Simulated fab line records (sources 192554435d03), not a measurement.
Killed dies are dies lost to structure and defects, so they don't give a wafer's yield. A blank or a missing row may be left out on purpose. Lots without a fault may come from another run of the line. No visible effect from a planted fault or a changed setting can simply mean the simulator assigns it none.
Lot-split experiment -- flow n5Finfet -- 7 lots, 21 wafers read, on a route of 1938 steps

## SPLIT DETAILS
At N5_BEOL_M14_TRENCH_ETCH_34 (etches SiO2 in C4F8/O2/Ar, target depth 556.65 nm, time 126.9 s), the setting timeS was moved away from the recipe's 126.9 s on 8 of the 21 wafers read, by -16.5% to +21.4%. All remaining wafers had this setting at the recipe value.

## FROM THE SPLIT TO THE READING: what the file shows between them, 10 steps
- N5_BEOL_M14_STRIP_70: strips in C4F8/O2/Ar
- N5_BEOL_M14_OCD_MEAS_35
- N5_BEOL_M14_STRIP_37: strips in O2
- N5_BEOL_M14_ETCH_38: etches SiCN in CF4/N2, target depth 106.5 nm, time 120.6 s
- N5_BEOL_M14_ECD_47: material Cu, target thk 1248 nm
- N5_BEOL_M14_ANNEAL_48: time 90 s
- N5_BEOL_M14_CMP_49: polishes, stops on SiO2, t overpolish 5.2 s, target thk 560 nm
- N5_BEOL_M14_THK_MEAS_50: measures by xrf
- N5_BEOL_M14_PRE_CLEAN_52: time 15 s
- N5_BEOL_M14_DEP_53: deposits SiCN from 3MS/NH3, target thk 50 nm, time 17.8 s

## THE READING
Measured at N5_BEOL_M14_RS_MEAS_54 by four-point probe: M14_RS, in ohm/sq. On this fab line, fault-free wafers typically give 0.0333 ohm/sq with a standard deviation of 0.00094 ohm/sq.

wafer,"tool, chamber at the split","timeS as run, s",against the recipe,"M14_RS, ohm/sq",against lot-mates on the recipe
L080.2,"rieDiel-01, 0",126.9,recipe,0.0344,-
L080.3,"rieDiel-01, 2",144.9,+14.2%,0.0290,-0.0049
L080.6,"rieDiel-01, 2",126.9,recipe,0.0335,-
L074.2,"rieDiel-01, 3",126.9,recipe,0.0336,-
L074.4,"rieDiel-01, 0",126.9,recipe,0.0346,-
L074.5,"rieDiel-01, 2",126.9,recipe,0.0335,-
L084.1,"rieDiel-03, 1",105.9,-16.5%,0.0408,+0.0064
L084.2,"rieDiel-03, 2",126.9,recipe,0.0344,-
L084.3,"rieDiel-03, 0",105.9,-16.5%,0.0396,+0.0052
L083.2,"rieDiel-03, 0",139.6,+10.0%,0.0293,-0.0035
L083.5,"rieDiel-03, 2",126.9,recipe,0.0340,-
L083.6,"rieDiel-03, 3",126.9,recipe,0.0316,-
L087.2,"rieDiel-05, 0",126.9,recipe,0.0344,-
L087.4,"rieDiel-05, 3",126.9,recipe,0.0345,-
L087.5,"rieDiel-05, 2",134.7,+6.1%,0.0299,-0.0046
L092.2,"rieDiel-03, 1",126.9,recipe,0.0345,-
L092.4,"rieDiel-03, 0",142,+11.9%,0.0295,-0.0038
L092.6,"rieDiel-03, 3",126.9,recipe,0.0321,-
L094.1,"rieDiel-05, 0",154,+21.4%,0.0279,-0.0036
L094.4,"rieDiel-05, 2",126.9,recipe,0.0315,-
L094.5,"rieDiel-05, 2",154,+21.4%,0.0260,-0.0055

FIT RESULTS
A straight line over all 21 wafers: M14_RS changes by -0.000353 ohm/sq for each +1% of timeS; r = -0.95; the points scatter about the line by 0.0011 ohm/sq.
The same after taking each lot's own level away (the mean of its wafers on the recipe; 21 wafers): -0.000292 ohm/sq for each +1%; r = -0.93; scatter 0.0012 ohm/sq.
On that fit, the largest move of timeS shifts the reading by 0.0062 ohm/sq.
From 0.03150 to 0.03445 ohm/sq: that is the span of the lots' own levels, equal to 3.1 times the standard deviation above.
In other words, the slope is changed by the lot-to-lot level; the two fits disagree.
Check: for one of the wafers moved furthest among these (+21.4%), held out of the fit, the line's prediction against its lot-mates is -0.00704 ohm/sq. It came out at -0.0036 ohm/sq against them.

## THE WHOLE CHAIN: every reading that the file lists as answering this split, in the file's order
step,what it does,reading,change (the file's fit),r (the file's)
N5_BEOL_M14_TRENCH_ETCH_34,"etches SiO2 in C4F8/O2/Ar, target depth 556.65 nm, time 126.9 s","etch.depthNm (the simulator's own value, which no gauge read)",+5.43 nm for each +1% of the setting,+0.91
N5_BEOL_M14_OCD_MEAS_35,,trenchDepthNm,+5.43 nm for each +1% of the setting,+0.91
N5_BEOL_M14_CMP_49,"polishes, stops on SiO2, t overpolish 5.2 s, target thk 560 nm","Cu_of_BEOL_M14_ECD_47.thkNm (the simulator's own value, which no gauge read)",+5.45 nm for each +1% of the setting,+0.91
N5_BEOL_M14_THK_MEAS_50,measures by xrf,M14_THK,+5.45 for each +1% of the setting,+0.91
N5_BEOL_M14_RS_MEAS_54,measures by four-point-probe,M14_RS,-0.000305 for each +1% of the setting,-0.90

## THE FILE'S OWN FIT
M14_RS changes by -0.000305 ohm/sq for each +1% of timeS, r = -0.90.
